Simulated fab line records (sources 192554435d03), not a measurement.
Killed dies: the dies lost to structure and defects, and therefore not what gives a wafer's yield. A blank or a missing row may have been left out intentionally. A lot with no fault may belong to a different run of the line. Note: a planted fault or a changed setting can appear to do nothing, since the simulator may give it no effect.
Matching of chambers :: flow n5Finfet :: N5_MOL_CONTACT_COAG_ETCH_59 on rieDiel-02 has 4 sister chambers
The step etches underlayer in N2/H2, target depth 13 nm, time 10.4 s. 4 wafers are shown with their chamber, then 10 later ones without.

== WAFERS, EACH WITH ITS CHAMBER ==
wafer: L090.3
chamber: 1
showerheadPlenumPTorr (Torr): 2.64

wafer: L090.5
chamber: 3
showerheadPlenumPTorr (Torr): 2.44

wafer: L091.1
chamber: 0
showerheadPlenumPTorr (Torr): 2.42

wafer: L091.2
chamber: 2
showerheadPlenumPTorr (Torr): 2.68

== WAFERS WITH NO CHAMBER GIVEN ==
wafer: L091.3
showerheadPlenumPTorr (Torr): 2.44

wafer: L095.4
showerheadPlenumPTorr (Torr): 2.67

wafer: L095.5
showerheadPlenumPTorr (Torr): 2.43

wafer: L095.6
showerheadPlenumPTorr (Torr): 2.67

wafer: L096.3
showerheadPlenumPTorr (Torr): 2.64

wafer: L096.4
showerheadPlenumPTorr (Torr): 2.42

wafer: L096.6
showerheadPlenumPTorr (Torr): 2.67

wafer: L097.3
showerheadPlenumPTorr (Torr): 2.43

wafer: L097.4
showerheadPlenumPTorr (Torr): 2.42

wafer: L097.5
showerheadPlenumPTorr (Torr): 2.42

== WHICH CHAMBER EACH WENT THROUGH ==
wafer: L091.3
from the rows above: 3
in truth: 3

wafer: L095.4
from the rows above: 2
in truth: 2

wafer: L095.5
from the rows above: can't be placed: 3 or 0
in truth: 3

wafer: L095.6
from the rows above: 2
in truth: 2

wafer: L096.3
from the rows above: 1
in truth: 1

wafer: L096.4
from the rows above: 0
in truth: 0

wafer: L096.6
from the rows above: 2
in truth: 2

wafer: L097.3
from the rows above: can't be placed: 3 or 0
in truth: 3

wafer: L097.4
from the rows above: 0
in truth: 0

wafer: L097.5
from the rows above: 0
in truth: 0
Correct placement for 8 of the 10. Unplaceable from these rows: 2, with the true chamber sitting among the candidates in 2. Placed wrongly: 0.
How it was worked out, from the rows above alone: a wafer's distance from a chamber is the root of the sum, over the readings, of the square of ((its reading less the chamber's mean) divided by the reading's scatter). If the next closest chamber is less than 2 further off than the closest, the wafer can't be placed; otherwise it belongs to the closest. For every chamber, the mean is computed from those of its wafers that are shown. The scatter: root of mean squared gap, hidden wafer to nearest shown wafer, with one shown wafer a chamber.
